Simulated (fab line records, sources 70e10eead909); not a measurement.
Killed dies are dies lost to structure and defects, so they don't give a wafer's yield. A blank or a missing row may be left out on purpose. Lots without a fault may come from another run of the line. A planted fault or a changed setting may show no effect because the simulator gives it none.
Which tool did it? | flow nand_harc | 11 lots, 33 wafers sampled, at 2 steps of a route of 1302

WHAT THE GAUGES READ, wafer by wafer
NHARC_P_ZERO_WELL_CD_MEAS_52: target cd 2000 nm.
lot  | measured     | on        | cd_nm (nm)
L123 | day 2 21:31  | cd_sem-02 | 1998.5 1999.3 1997.8
L124 | day 3 07:41  | cd_sem-02 | 1999.3 1997.4 1997.8
L129 | day 5 09:38  | cd_sem-01 | 1997.5 1999.1 2000.8
L130 | day 5 19:37  | cd_sem-03 | 1996.7 1997.2 1995.4
L131 | day 6 05:29  | cd_sem-03 | 1997.7 1999.2 1997.3
L133 | day 7 01:45  | cd_sem-01 | 1997.4 1998.0 1997.9
L135 | day 7 21:38  | cd_sem-02 | 1929.1 1926.5 1929.9
L140 | day 9 23:57  | cd_sem-01 | 1997.7 1999.5 2000.8
L142 | day 10 19:39 | cd_sem-01 | 1996.9 1997.6 1998.0
L143 | day 11 05:49 | cd_sem-02 | 2000.3 1999.0 1996.9
L144 | day 11 15:49 | cd_sem-03 | 1997.3 2000.1 1998.8

WHICH TOOL RAN EACH LOT (tool, then ch and the chambers of the sampled wafers, then the start)
lot  | NHARC_P_ZERO_WELL_EXPOSE_49
L123 | krf_scanner-03 ch 0, day 2 21:22
L124 | krf_scanner-02 ch 0, day 3 07:32
L129 | krf_scanner-04 ch 0, day 5 09:29
L130 | krf_scanner-04 ch 0, day 5 19:28
L131 | krf_scanner-02 ch 0, day 6 05:20
L133 | krf_scanner-02 ch 0, day 7 01:35
L135 | krf_scanner-04 ch 0, day 7 21:29
L140 | krf_scanner-03 ch 0, day 9 23:48
L142 | krf_scanner-02 ch 0, day 10 19:30
L143 | krf_scanner-03 ch 0, day 11 05:40
L144 | krf_scanner-04 ch 0, day 11 15:40
- NHARC_P_ZERO_WELL_EXPOSE_49: exposes mask P HVPW, target cd 2000 nm.

THE ANSWER, worked out from the rows above alone
Rule: what is usual is taken from the lots themselves. Put in order of their means at a reading, lots are off if they are a third of the lots or fewer, leave a main group of 4 or more, and stand apart from it by a gap of 3 or more times the standard deviation of the main group's means; of several such gaps the widest counts. A main group whose means are all the same, to the digits that the tables above print for the reading, isn't used. A lot without any number at a reading at which 4 lots or more have one is off too. The other lots that the step has rows for count as sound.
Off: L135, at NHARC_P_ZERO_WELL_CD_MEAS_52 (cd_nm). The main group: mean 1998.2 nm, standard deviation 0.81.
A tool fits if, at a process step before that reading, it ran every lot that is off, and no sound lot after the first of them. The gauges at NHARC_P_ZERO_WELL_CD_MEAS_52 are tried like those tools. None of those tried fits.

WHAT THE SIMULATOR HAD PUT IN
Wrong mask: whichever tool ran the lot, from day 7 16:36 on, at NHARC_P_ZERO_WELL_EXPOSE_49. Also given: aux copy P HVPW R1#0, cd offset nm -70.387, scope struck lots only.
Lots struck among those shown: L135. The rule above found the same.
